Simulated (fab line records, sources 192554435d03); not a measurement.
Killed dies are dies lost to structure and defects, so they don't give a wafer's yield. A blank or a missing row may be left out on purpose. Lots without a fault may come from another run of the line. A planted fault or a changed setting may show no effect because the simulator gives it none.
Split-lot experiment | flow n5_finfet | 7 lots, 39 wafers read, on a route of 1938 steps

THE SPLIT
At N5_BEOL_M12_TRENCH_ETCH_34 (etches SiOC in C4F8/O2/Ar, target depth 318.95 nm, time 125.5 s), the setting target_depth_a was moved away from the recipe's 3189.5 angstrom on 12 of the 39 wafers read, by -31.4% to +55.5%. The other wafers ran this setting at the recipe's value.

FROM THE SPLIT TO THE READING: what the file shows between them, 7 steps
- N5_BEOL_M12_STRIP_70: strips in C4F8/O2/Ar
- N5_BEOL_M12_OCD_MEAS_35
- N5_BEOL_M12_STRIP_37: strips in N2/H2
- N5_BEOL_M12_ETCH_38: etches SiCN in CF4/N2, target depth 68.7 nm, time 73.4 s
- N5_BEOL_M12_ECD_47: material Cu, target thk 720 nm
- N5_BEOL_M12_ANNEAL_48: time 90 s
- N5_BEOL_M12_CMP_49: polishes, stops on SiOC, t overpolish 20.6 s, target thk 320 nm

THE READING
M12_THK, in nm, at N5_BEOL_M12_THK_MEAS_50 (measures by xrf). Fault-free wafers of this fab line usually give 316 nm, standard deviation 5.3 nm.

wafer  | tool, chamber at the split | target_depth_a as run, angstrom | against the recipe | M12_THK, nm | against lot-mates on the recipe
L075.1 | rie_diel-03, 0             | 3189.5                          | recipe             | 315         | -
L075.2 | rie_diel-03, 1             | 3189.5                          | recipe             | 318         | -
L075.3 | rie_diel-03, 3             | 3189.5                          | recipe             | 320         | -
L075.4 | rie_diel-03, 2             | 3189.5                          | recipe             | 314         | -
L075.5 | rie_diel-03, 3             | 3189.5                          | recipe             | 317         | -
L075.6 | rie_diel-03, 2             | 3189.5                          | recipe             | 312         | -
L081.1 | rie_diel-01, 1             | 3189.5                          | recipe             | 312         | -
L081.5 | rie_diel-01, 1             | 3189.5                          | recipe             | 309         | -
L081.6 | rie_diel-01, 2             | 3189.5                          | recipe             | 320         | -
L090.1 | rie_diel-05, 3             | 4245                            | +33.1%             | 415         | +99
L090.2 | rie_diel-05, 0             | 3189.5                          | recipe             | 321         | -
L090.3 | rie_diel-05, 2             | 3189.5                          | recipe             | 312         | -
L090.4 | rie_diel-05, 1             | 4245                            | +33.1%             | 420         | +104
L090.5 | rie_diel-05, 2             | 4245                            | +33.1%             | 415         | +99
L090.6 | rie_diel-05, 1             | 3189.5                          | recipe             | 315         | -
L092.1 | rie_diel-01, 2             | 3189.5                          | recipe             | 327         | -
L092.2 | rie_diel-01, 3             | 3189.5                          | recipe             | 326         | -
L092.3 | rie_diel-01, 2             | 3189.5                          | recipe             | 328         | -
L092.4 | rie_diel-01, 3             | 3189.5                          | recipe             | 327         | -
L092.5 | rie_diel-01, 2             | 3189.5                          | recipe             | 327         | -
L092.6 | rie_diel-01, 3             | 3189.5                          | recipe             | 325         | -
L095.1 | rie_diel-03, 0             | 3870                            | +21.3%             | 385         | +69
L095.2 | rie_diel-03, 1             | 3189.5                          | recipe             | 316         | -
L095.3 | rie_diel-03, 2             | 3870                            | +21.3%             | 390         | +74
L095.4 | rie_diel-03, 3             | 3189.5                          | recipe             | 315         | -
L095.5 | rie_diel-03, 1             | 3189.5                          | recipe             | 316         | -
L095.6 | rie_diel-03, 2             | 3870                            | +21.3%             | 390         | +74
L094.1 | rie_diel-05, 1             | 4961                            | +55.5%             | 490         | +174
L094.2 | rie_diel-05, 0             | 4961                            | +55.5%             | 501         | +185
L094.3 | rie_diel-05, 2             | 3189.5                          | recipe             | 313         | -
L094.4 | rie_diel-05, 1             | 3189.5                          | recipe             | 317         | -
L094.5 | rie_diel-05, 2             | 4961                            | +55.5%             | 488         | +172
L094.6 | rie_diel-05, 0             | 3189.5                          | recipe             | 319         | -
L096.1 | rie_diel-01, 2             | 3189.5                          | recipe             | 310         | -
L096.2 | rie_diel-01, 0             | 3189.5                          | recipe             | 314         | -
L096.3 | rie_diel-01, 3             | 2188                            | -31.4%             | 213         | -101
L096.4 | rie_diel-01, 1             | 3189.5                          | recipe             | 318         | -
L096.5 | rie_diel-01, 1             | 2188                            | -31.4%             | 217         | -97
L096.6 | rie_diel-01, 2             | 2188                            | -31.4%             | 216         | -98

THE FIT
A straight line over all 39 wafers: M12_THK changes by +3.16 nm for each +1% of target_depth_a; r = +1.00; the points scatter about the line by 5.5 nm.
The same after taking each lot's own level away (the mean of its wafers on the recipe; 39 wafers): +3.16 nm for each +1%; r = +1.00; scatter 3.6 nm.
On that fit, the largest move of target_depth_a shifts the reading by 1.8e+02 nm.
The lots' own levels span 313.7 to 326.7 nm, that is 2.5 times the standard deviation above.
So the lot-to-lot level changes the slope little: the two slopes agree.
Check: with one of the wafers moved furthest among these (+55.5%) left out of the fit, the line predicts +176 nm for it against its lot-mates. It came out at +174 nm against them.

OTHER SPLITS ON THESE WAFERS
These wafers also went through other splits before the reading. Each is held against what the fit with the lots' levels taken away leaves over:
other split on the same wafers        | wafers away from the commonest value | r with M12_THK (lot level and that fit taken away)
N5_BEOL_M10_DEVELOP_27 develop_time_s | 15                                   | -0.12

THE WHOLE CHAIN: every reading that the file lists as answering this split, in the file's order
step                       | what it does                                                    | reading                                                                       | change (the file's fit)                                                                 | r (the file's)
N5_BEOL_M12_TRENCH_ETCH_34 | etches SiOC in C4F8/O2/Ar, target depth 318.95 nm, time 125.5 s | etch.depth_nm (the simulator's own value, which no gauge read)                | +3.2 nm for each +1% of the setting                                                     | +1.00
N5_BEOL_M12_OCD_MEAS_35    |                                                                 | trench_depth_nm                                                               | +3.2 nm for each +1% of the setting                                                     | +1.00
N5_BEOL_M12_CMP_49         | polishes, stops on SiOC, t overpolish 20.6 s, target thk 320 nm | Cu_of_BEOL_M12_ECD_47.thk_nm (the simulator's own value, which no gauge read) | +3.19 nm for each +1% of the setting                                                    | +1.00
N5_BEOL_M12_THK_MEAS_50    | measures by xrf                                                 | M12_THK                                                                       | +3.16 for each +1% of the setting                                                       | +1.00
N5_BEOL_M12_RS_MEAS_54     | measures by four-point-probe                                    | M12_RS                                                                        | not straight: 0.0896 at the lowest setting, 0.0602 at the recipe, 0.0382 at the highest | not given

THE FILE'S OWN FIT
M12_THK changes by +3.16 nm for each +1% of target_depth_a, r = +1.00.
